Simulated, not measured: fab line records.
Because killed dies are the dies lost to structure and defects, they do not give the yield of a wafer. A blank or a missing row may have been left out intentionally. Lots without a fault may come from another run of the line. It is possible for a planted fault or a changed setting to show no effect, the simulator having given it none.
fab line records | flow nandHarc
record: lots: 12 | wafers: 36 | lastDay: 33
route steps=1302 shown A_SLIT@923 THIN_TSV@1246 END@1301
lots that met no fault: from a run of the same line without faults
startH: start of the lot's first displayed wafer, in hours after the record's first day | waitH: how many hours have passed since the lot's step before this one | " unchanged from the row above | L1.1+2: a single row standing in for several wafers | - no value, or no start was given | * or withheld: withheld | < > ~ a bound
route shown NAME@n: names a module that has steps shown in the file, with the first one's number in the route | usual: mean/standard deviation taken from wafers without a fault | same: alike in all rows | chamber/n: place in a boat | sites: the reading at each site | _std_site: standard deviation of those values | _edge_site: inner sites' mean taken away from outer sites' mean | radiusMm: how far each site lies from the wafer's centre | mask NAME#n: copy n | behind: the tool/chamber that last shaped the wafer | hold: why the lot went on hold/how many hours it stayed there/how the hold came to an end | device: whichever transistor did not switch (one of n, p or np) | end of line: the route-end tests of the same wafers | for a step that has no rows: nothing shown but its recipe | killed: at the first sort, the dies lost to defects and structure; wafer yield is something else | map: dies across one wafer; x = killed, . = not, _ = none there
set.NAME: the setting the step ran with; set.NAME@STEP: the setting that earlier step ran with | model.NAME: the simulator's own value behind a step, which no gauge read
one table for each step of the route and one row for each wafer, over a sample of lots
services: when a tool's chamber went out of use (startH, in hours from the record's first day, below 0 if earlier), for how many hours, and the reason
== steps ==
step: NHARC_A_SLIT_DEP_00
recipe: targetThkA: 62000 | tempC: 400 | material: aC
usual: throttleValvePct: 35.000/0.0085
lot.wafer | tool      | chamber | startH | waitH | throttleValvePct
L146.1    | aclDep-03 | 0       | 437.77 | -     | 34.996
L146.5    | "         | 0       | 440.29 | -     | 35.009
L146.6    | "         | 0       | "      | "     | 35.012
L147.1    | aclDep-03 | 0       | 449.71 | -     | 34.993
L147.2    | "         | 0       | "      | "     | 35.005
L147.5    | "         | 0       | 452.23 | -     | 35.010
L148.1    | aclDep-03 | 0       | 461.56 | -     | 35.005
L148.3    | "         | 0       | 462.83 | -     | 34.995
L148.5    | "         | 0       | 464.09 | -     | 34.985
L149.1    | aclDep-02 | 0       | 486.94 | -     | 35.003
L149.2    | "         | 0       | "      | "     | 34.994
L149.6    | "         | 0       | 490.08 | -     | 34.999
L151.2    | aclDep-02 | 0       | 508.12 | -     | 35.019
L151.3    | "         | 0       | "      | "     | 35.020
L151.4    | "         | 0       | "      | "     | 35.011
L153.3    | aclDep-03 | 0       | 519.15 | -     | 35.009
L153.4    | "         | 0       | "      | "     | 35.001
L153.6    | "         | 0       | 521.04 | -     | 35.006
L156.1    | aclDep-03 | 0       | 539.61 | -     | 35.010
L156.4    | "         | 0       | 541.51 | -     | 35.000
L156.6    | "         | 0       | 542.77 | -     | 35.009
L155.1    | aclDep-03 | 0       | 543.95 | -     | 34.996
L155.5    | "         | 0       | 546.43 | -     | 35.002
L155.6    | "         | 0       | "      | "     | 34.994
L160.1    | aclDep-03 | 0       | 580.51 | -     | 34.988
L160.3    | "         | 0       | 581.75 | -     | 35.010
L160.6    | "         | 0       | 583.60 | -     | 34.998
L163.1    | aclDep-03 | 0       | 596.18 | -     | 35.004
L163.5    | "         | 0       | 598.73 | -     | 35.011
L163.6    | "         | 0       | "      | "     | 34.996
L167.2    | aclDep-02 | 0       | 655.90 | -     | 35.008
L167.3    | "         | 0       | "      | "     | 35.000
L167.6    | "         | 0       | 658.38 | -     | 35.002
L169.1    | aclDep-01 | 0       | 671.22 | -     | 35.009
L169.3    | "         | 0       | 672.46 | -     | 34.994
L169.6    | "         | 0       | 674.34 | -     | 34.986
step: NHARC_THIN_TSV_THK_MEAS_02
recipe: thkMeasGauge: ir
usual: thkNm: 3033/200
lot.wafer | tool         | chamber | startH | waitH | thkNm
L146.1    | filmMetro-02 | -       | 534.12 | 0.2   | 3066
L146.5    | "            | -       | "      | "     | 3017
L146.6    | "            | -       | "      | "     | 3285
L147.1    | filmMetro-02 | -       | 551.90 | 0.2   | 3035
L147.2    | "            | -       | "      | "     | 3244
L147.5    | "            | -       | "      | "     | 3325
L148.1    | filmMetro-02 | -       | 557.87 | 0.2   | 2858
L148.3    | "            | -       | "      | "     | 2828
L148.5    | "            | -       | "      | "     | 2816
L149.1    | filmMetro-02 | -       | 582.67 | -     | 2826
L149.2    | "            | -       | "      | "     | 2917
L149.6    | "            | -       | "      | "     | 2803
L151.2    | filmMetro-01 | -       | 607.40 | -     | 3436
L151.3    | "            | -       | "      | "     | 3267
L151.4    | "            | -       | "      | "     | 3135
L153.3    | filmMetro-01 | -       | 612.28 | -     | 2903
L153.4    | "            | -       | "      | "     | 2783
L153.6    | "            | -       | "      | "     | 3035
L156.1    | filmMetro-02 | -       | 639.68 | -     | 2874
L156.4    | "            | -       | "      | "     | 2609
L156.6    | "            | -       | "      | "     | 2918
L155.1    | filmMetro-02 | -       | 644.75 | -     | 3030
L155.5    | "            | -       | "      | "     | 3336
L155.6    | "            | -       | "      | "     | 3404
L167.2    | filmMetro-02 | -       | 754.83 | 0.2   | 3414
L167.3    | "            | -       | "      | "     | 3185
L167.6    | "            | -       | "      | "     | 2935
L169.1    | filmMetro-01 | -       | 773.49 | 0.2   | 2933
L169.3    | "            | -       | "      | "     | 2816
L169.6    | "            | -       | "      | "     | 3243
step: NHARC_THIN_TSV_DEGAS_53
recipe: tempC: 300 | timeS: 60
usual: heaterPowerW: 465/32
lot.wafer | tool          | chamber | startH | waitH | heaterPowerW
L146.1    | pvdSputter-03 | -       | 540.03 | 0.1   | 448
L146.5    | "             | -       | "      | "     | 508
L146.6    | "             | -       | "      | "     | 452
L147.2    | pvdSputter-01 | -       | 557.76 | 0.1   | 467
L147.1    | "             | -       | "      | "     | 484
L147.5    | "             | -       | "      | "     | 465
L148.3    | pvdSputter-02 | -       | 563.67 | 0.1   | 512
L148.1    | "             | -       | "      | "     | 421
L148.5    | "             | -       | "      | "     | 424
L149.1    | pvdSputter-02 | -       | 588.50 | 0.1   | 434
L149.2    | "             | -       | "      | "     | 489
L149.6    | "             | -       | "      | "     | 440
L151.3    | pvdSputter-01 | -       | 613.38 | 0.1   | 448
L151.2    | "             | -       | "      | "     | 445
L151.4    | "             | -       | "      | "     | 459
L153.4    | pvdSputter-02 | -       | 617.99 | 0.1   | 448
L153.3    | "             | -       | "      | "     | 488
L153.6    | "             | -       | "      | "     | 495
L156.1    | pvdSputter-02 | -       | 645.41 | 0.1   | 508
L156.4    | "             | -       | "      | "     | 429
L156.6    | "             | -       | "      | "     | 491
L155.1    | pvdSputter-03 | -       | 650.56 | 0.1   | 510
L155.5    | "             | -       | "      | "     | 489
L155.6    | "             | -       | "      | "     | 511
L167.2    | pvdSputter-01 | -       | 761.22 | 0.1   | 453
L167.3    | "             | -       | "      | "     | 447
L167.6    | "             | -       | "      | "     | 453
L169.1    | pvdSputter-02 | -       | 779.49 | 0.1   | 431
L169.3    | "             | -       | "      | "     | 487
L169.6    | "             | -       | "      | "     | 472
step: NHARC_END_WLT_00
usual: VT_DECK1_BOTTOM: 0.873/0.0088 | VT_DECK1_BOTTOM_INNER: 0.873/0.0087 | VT_DECK1_MEDIAN_NEAR_BOTTOM: 0.874/0.0085 | VT_DECK1_MEDIAN_NEAR_BOTTOM_INNER: 0.875/0.0089 | VT_DECK1_MIDDLE: 0.886/0.0075 | VT_DECK1_MIDDLE_INNER: 0.885/0.0077 | VT_DECK1_TOP: 0.897/0.0083 | VT_DECK1_TOP_INNER: 0.897/0.0078 | VT_DECK2_BOTTOM: 0.870/0.009 | VT_DECK2_BOTTOM_INNER: 0.870/0.0096 | VT_DECK2_MEDIAN_NEAR_BOTTOM: 0.871/0.0094 | VT_DECK2_MEDIAN_NEAR_BOTTOM_INNER: 0.871/0.0096 | VT_DECK2_MIDDLE: 0.883/0.0081 | VT_DECK2_MIDDLE_INNER: 0.884/0.0089 | VT_DECK2_TOP: 0.895/0.0089 | VT_DECK2_TOP_INNER: 0.895/0.0089
lot.wafer | tool      | chamber | startH | waitH | VT_DECK1_BOTTOM | VT_DECK1_BOTTOM_INNER | VT_DECK1_MEDIAN_NEAR_BOTTOM | VT_DECK1_MEDIAN_NEAR_BOTTOM_INNER | VT_DECK1_MIDDLE | VT_DECK1_MIDDLE_INNER | VT_DECK1_TOP | VT_DECK1_TOP_INNER | VT_DECK2_BOTTOM | VT_DECK2_BOTTOM_INNER | VT_DECK2_MEDIAN_NEAR_BOTTOM | VT_DECK2_MEDIAN_NEAR_BOTTOM_INNER | VT_DECK2_MIDDLE | VT_DECK2_MIDDLE_INNER | VT_DECK2_TOP | VT_DECK2_TOP_INNER
L146.1    | prober-02 | -       | 546.20 | 0.1   | 0.882           | 0.868                 | 0.870                       | 0.881                             | 0.892           | 0.891                 | 0.895        | 0.889              | 0.868           | 0.868                 | 0.861                       | 0.870                             | 0.883           | 0.886                 | 0.898        | 0.891
L146.5    | "         | -       | 548.17 | 2.0   | 0.865           | 0.874                 | 0.877                       | 0.876                             | 0.883           | 0.892                 | 0.893        | 0.899              | 0.880           | 0.879                 | 0.877                       | 0.877                             | 0.894           | 0.898                 | 0.895        | 0.890
L146.6    | "         | -       | "      | "     | 0.882           | 0.871                 | 0.876                       | 0.879                             | 0.887           | 0.883                 | 0.899        | 0.895              | 0.875           | 0.875                 | 0.882                       | 0.871                             | 0.885           | 0.890                 | 0.899        | 0.894
L147.1    | prober-01 | -       | 567.48 | 0.0   | 0.887           | 0.884                 | 0.888                       | 0.885                             | 0.887           | 0.887                 | 0.886        | 0.888              | 0.866           | 0.862                 | 0.865                       | 0.874                             | 0.883           | 0.883                 | 0.887        | 0.899
L147.2    | "         | -       | "      | "     | 0.883           | 0.883                 | 0.884                       | 0.886                             | 0.896           | 0.895                 | 0.902        | 0.901              | 0.862           | 0.868                 | 0.864                       | 0.872                             | 0.884           | 0.870                 | 0.905        | 0.891
L147.5    | "         | -       | 569.50 | 2.1   | 0.881           | 0.879                 | 0.880                       | 0.874                             | 0.887           | 0.891                 | 0.902        | 0.902              | 0.851           | 0.860                 | 0.858                       | 0.857                             | 0.875           | 0.882                 | 0.897        | 0.901
L148.1    | prober-02 | -       | 573.71 | 0.1   | 0.872           | 0.866                 | 0.876                       | 0.875                             | 0.888           | 0.884                 | 0.892        | 0.903              | 0.864           | 0.872                 | 0.865                       | 0.863                             | 0.876           | 0.870                 | 0.873        | 0.873
L148.3    | "         | -       | 574.73 | 1.1   | 0.864           | 0.863                 | 0.870                       | 0.870                             | 0.884           | 0.885                 | 0.899        | 0.902              | 0.856           | 0.856                 | 0.859                       | 0.859                             | 0.869           | 0.863                 | 0.874        | 0.877
L148.5    | "         | -       | 575.75 | 2.1   | 0.870           | 0.876                 | 0.884                       | 0.884                             | 0.884           | 0.889                 | 0.904        | 0.886              | 0.859           | 0.856                 | 0.864                       | 0.866                             | 0.878           | 0.863                 | 0.869        | 0.875
L149.1    | prober-02 | -       | 595.72 | 0.1   | 0.868           | 0.871                 | 0.879                       | 0.876                             | 0.883           | 0.886                 | 0.901        | 0.892              | 0.856           | 0.862                 | 0.861                       | 0.861                             | 0.871           | 0.867                 | 0.883        | 0.887
L149.2    | "         | -       | "      | "     | 0.881           | 0.881                 | 0.880                       | 0.887                             | 0.891           | 0.889                 | 0.892        | 0.899              | 0.865           | 0.868                 | 0.875                       | 0.869                             | 0.880           | 0.878                 | 0.891        | 0.881
L149.6    | "         | -       | 598.22 | 2.6   | 0.873           | 0.869                 | 0.869                       | 0.866                             | 0.880           | 0.881                 | 0.903        | 0.897              | 0.862           | 0.865                 | 0.868                       | 0.869                             | 0.872           | 0.872                 | 0.885        | 0.886
L151.2    | prober-02 | -       | 622.40 | 0.6   | 0.862           | 0.867                 | 0.867                       | 0.870                             | 0.882           | 0.875                 | 0.882        | 0.894              | 0.864           | 0.861                 | 0.869                       | 0.866                             | 0.886           | 0.881                 | 0.887        | 0.885
L151.3    | "         | -       | "      | "     | 0.875           | 0.873                 | 0.879                       | 0.870                             | 0.887           | 0.883                 | 0.879        | 0.896              | 0.869           | 0.865                 | 0.880                       | 0.866                             | 0.889           | 0.881                 | 0.901        | 0.888
L151.4    | "         | -       | "      | "     | 0.861           | 0.863                 | 0.868                       | 0.862                             | 0.879           | 0.872                 | 0.893        | 0.894              | 0.862           | 0.853                 | 0.851                       | 0.860                             | 0.883           | 0.874                 | 0.895        | 0.896
L153.3    | prober-01 | -       | 626.15 | 1.1   | 0.863           | 0.863                 | 0.863                       | 0.865                             | 0.880           | 0.878                 | 0.893        | 0.893              | 0.868           | 0.871                 | 0.877                       | 0.876                             | 0.886           | 0.883                 | 0.894        | 0.902
L153.4    | "         | -       | "      | "     | 0.880           | 0.880                 | 0.875                       | 0.879                             | 0.887           | 0.879                 | 0.901        | 0.893              | 0.877           | 0.884                 | 0.878                       | 0.885                             | 0.883           | 0.890                 | 0.897        | 0.902
L153.6    | "         | -       | 627.67 | 2.6   | 0.863           | 0.857                 | 0.863                       | 0.870                             | 0.882           | 0.871                 | 0.887        | 0.892              | 0.877           | 0.882                 | 0.885                       | 0.872                             | 0.890           | 0.891                 | 0.898        | 0.895
L156.1    | prober-01 | -       | 652.62 | 0.0   | 0.874           | 0.875                 | 0.867                       | 0.869                             | 0.879           | 0.881                 | 0.904        | 0.896              | 0.860           | 0.869                 | 0.868                       | 0.872                             | 0.883           | 0.870                 | 0.891        | 0.893
L156.4    | "         | -       | 654.10 | 1.5   | 0.874           | 0.874                 | 0.864                       | 0.869                             | 0.884           | 0.878                 | 0.901        | 0.897              | 0.865           | 0.877                 | 0.863                       | 0.862                             | 0.875           | 0.886                 | 0.891        | 0.885
L156.6    | "         | -       | "      | "     | 0.878           | 0.875                 | 0.877                       | 0.880                             | 0.891           | 0.889                 | 0.899        | 0.891              | 0.848           | 0.856                 | 0.856                       | 0.860                             | 0.872           | 0.872                 | 0.889        | 0.887
L155.1    | prober-02 | -       | 657.74 | 0.1   | 0.882           | 0.880                 | 0.881                       | 0.887                             | 0.893           | 0.891                 | 0.896        | 0.894              | 0.863           | 0.868                 | 0.862                       | 0.869                             | 0.883           | 0.877                 | 0.892        | 0.901
L155.5    | "         | -       | 659.72 | 2.0   | 0.883           | 0.877                 | 0.883                       | 0.883                             | 0.894           | 0.886                 | 0.900        | 0.901              | 0.858           | 0.856                 | 0.867                       | 0.866                             | 0.877           | 0.884                 | 0.886        | 0.892
L155.6    | "         | -       | "      | "     | 0.866           | 0.871                 | 0.867                       | 0.874                             | 0.889           | 0.878                 | 0.896        | 0.899              | 0.861           | 0.860                 | 0.867                       | 0.857                             | 0.885           | 0.877                 | 0.890        | 0.905
L167.2    | prober-02 | -       | 770.38 | 0.6   | 0.874           | 0.867                 | 0.861                       | 0.864                             | 0.883           | 0.874                 | 0.892        | 0.885              | 0.881           | 0.882                 | 0.874                       | 0.868                             | 0.886           | 0.892                 | 0.904        | 0.908
L167.3    | "         | -       | "      | "     | 0.873           | 0.872                 | 0.876                       | 0.874                             | 0.879           | 0.878                 | 0.894        | 0.892              | 0.874           | 0.880                 | 0.868                       | 0.871                             | 0.885           | 0.887                 | 0.909        | 0.902
L167.6    | "         | -       | 772.38 | 2.6   | 0.862           | 0.855                 | 0.868                       | 0.854                             | 0.870           | 0.876                 | 0.886        | 0.891              | 0.868           | 0.870                 | 0.868                       | 0.870                             | 0.883           | 0.889                 | 0.901        | 0.901
L169.1    | prober-01 | -       | 786.65 | 0.0   | 0.869           | 0.866                 | 0.863                       | 0.867                             | 0.875           | 0.877                 | 0.895        | 0.893              | 0.872           | 0.876                 | 0.866                       | 0.871                             | 0.866           | 0.884                 | 0.892        | 0.883
L169.3    | "         | -       | 787.65 | 1.0   | 0.868           | 0.860                 | 0.866                       | 0.869                             | 0.877           | 0.887                 | 0.886        | 0.898              | 0.870           | 0.863                 | 0.881                       | 0.881                             | 0.889           | 0.879                 | 0.887        | 0.889
L169.6    | "         | -       | 789.16 | 2.6   | 0.881           | 0.870                 | 0.877                       | 0.874                             | 0.890           | 0.878                 | 0.898        | 0.889              | 0.862           | 0.870                 | 0.867                       | 0.858                             | 0.874           | 0.874                 | 0.886        | 0.885
step: NHARC_END_SORT_01
recipe: tempC: 25
usual: killedAtArray: 52/17 | killedAtOther: 1.2/1.4 | killedAtPeriphery: 4.7/2.9 | killedDies: 58/17 | killedOpen: 3.2/1.9 | killedShort: 2.4/1.4
same: grossDies: 677
lot.wafer | tool      | chamber | startH | waitH | killedAtArray | killedAtOther | killedAtPeriphery | killedDies | killedOpen | killedShort
L160.1    | prober-02 | 0       | 697.93 | 2.5   | 675           | 0             | 2                 | 677        | 3          | 3
L160.3    | prober-02 | 0       | 699.56 | 3.1   | 669           | 1             | 7                 | 677        | 7          | 2
L160.6    | prober-02 | 0       | 702.02 | 4.1   | 673           | 0             | 4                 | 677        | 4          | 5
L163.1    | prober-02 | 0       | 715.31 | 2.5   | 668           | 3             | 6                 | 677        | 3          | 2
L163.5    | prober-02 | 0       | 718.48 | 3.7   | 672           | 1             | 4                 | 677        | 4          | 2
L163.6    | prober-02 | 0       | 719.27 | 4.0   | 672           | 1             | 4                 | 677        | 5          | 1
killed by level:class
L160.1 A_SLIT:areaDep=647 A_CHANNEL_HOLE_D2:chamberFilmFlake=11 A_CHANNEL_HOLE_D1:chamberFilmFlake=7 A_SLIT:chamberFilmFlake=2 P_CONTACT:geometricParticle:open=1 A_SOURCE_PLATE:geometricParticle:open=1 A_SOURCE_PLATE:geometricParticle:short=1 A_CHANNEL_FILL_D1:geometricParticle:short=1
L160.3 A_SLIT:areaDep=638 A_CHANNEL_HOLE_D2:chamberFilmFlake=13 A_CHANNEL_HOLE_D1:chamberFilmFlake=5 A_CONTACT:chamberFilmFlake=4 P_ZERO_WELL:chamberFilmFlake=3 A_SLIT:chamberFilmFlake=3 A_M0:geometricParticle:open=2 P_GATE:geometricParticle:open=1
L160.6 A_SLIT:areaDep=633 A_CHANNEL_HOLE_D2:chamberFilmFlake=17 A_CHANNEL_HOLE_D1:chamberFilmFlake=10 A_CONTACT:chamberFilmFlake=4 A_WL_FILL:geometricParticle:short=3 P_M1:chamberFilmFlake=2 P_CONTACT:geometricParticle:open=1 P_M0:geometricParticle:open=1
L163.1 A_SLIT:areaDep=589 A_SLIT:chamberFilmFlake=35 A_CHANNEL_HOLE_D1:chamberFilmFlake=18 A_CHANNEL_HOLE_D2:chamberFilmFlake=12 A_STAIRCASE:chamberFilmFlake=3 THIN_TSV:chamberFilmFlake=3 P_M1:chamberFilmFlake=2 A_DECK1_JOINT:chamberFilmFlake=2
L163.5 A_SLIT:areaDep=594 A_CHANNEL_HOLE_D2:chamberFilmFlake=26 A_SLIT:chamberFilmFlake=25 A_CHANNEL_HOLE_D1:chamberFilmFlake=15 A_CONTACT:chamberFilmFlake=6 P_CONTACT:geometricParticle:open=1 P_M0:geometricParticle:open=1 A_ONON_D1:geometricParticle:open=1
L163.6 A_SLIT:areaDep=583 A_SLIT:chamberFilmFlake=36 A_CHANNEL_HOLE_D1:chamberFilmFlake=26 A_CHANNEL_HOLE_D2:chamberFilmFlake=14 A_CHANNEL_FILL_D1:chamberFilmFlake=6 P_M1:chamberFilmFlake=3 A_CHANNEL_FILL_D2:geometricParticle:open=2 P_M0:geometricParticle:open=1
== services ==
tool          | chamber | startH | hours | kind
aclDep-02     | -       | 426.82 | 13.0  | pm
pvdSputter-02 | -       | 478.23 | 10.0  | pm
aclDep-03     | -       | 481.41 | 13.0  | pm
pvdSputter-03 | -       | 524.13 | 2.9   | repair
pvdSputter-03 | -       | 527.05 | 10.0  | pm
pvdSputter-02 | -       | 538.09 | 5.6   | repair
aclDep-01     | -       | 549.46 | 13.0  | pm
pvdSputter-01 | -       | 559.20 | 3.8   | repair
pvdSputter-01 | -       | 590.41 | 10.0  | pm
aclDep-02     | -       | 608.50 | 13.0  | pm
pvdSputter-01 | -       | 619.70 | 1.6   | repair
pvdSputter-02 | -       | 656.25 | 10.0  | pm
aclDep-03     | -       | 662.41 | 13.0  | pm
pvdSputter-03 | -       | 689.77 | 6.9   | repair
pvdSputter-03 | -       | 705.10 | 10.0  | pm
pvdSputter-02 | -       | 718.56 | 2.4   | repair
aclDep-01     | -       | 730.96 | 13.0  | pm
aclDep-02     | -       | 753.61 | 0.9   | repair
pvdSputter-01 | -       | 768.41 | 10.0  | pm
== key ==
firstSign: step: NHARC_END_SORT_01 | reading: killedAtArray | direction: up | sigmas: 37 | usual: 52 | struck: 672
effect: step: NHARC_END_SORT_01 | reading: killedDies | direction: up | sigmas: 37 | usual: 58 | struck: 677
moreKillsBornAt: NHARC_A_SLIT_DEP_00@aclDep-03: 3684
metAt NHARC_A_SLIT_DEP_00
struckLots L160,L163
struckWafers L160.1,L160.3,L160.6,L163.1,L163.5,L163.6
laterRowsLeftOut L160.1,L160.3,L160.6,L163.1,L163.5,L163.6
testerLeftOut L160,L163
notActingAt NHARC_THIN_TSV_THK_MEAS_02,NHARC_THIN_TSV_DEGAS_53,NHARC_END_WLT_00
onsetBetween 543.95 580.51
fault: kind: processParameterDrift | tool: aclDep-03 | chamber: 0 | onsetH: 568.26 | steps: NHARC_A_SLIT_DEP_00 | channel: targetThkA | offset: * | shape: step | endH: 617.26 | actsIn: * | stated: *
testerLeftOut: of these lots the tester's yield and bins aren't shown, on N5 and GAA mostly nor the transistor test; their killed dies are dies lost to structure and defects alone, not to doping, threshold or leakage, so they don't give the yield
laterRowsLeftOut: the simulator's readings of these wafers behind a module that went badly wrong aren't trusted and aren't shown, but for the sort
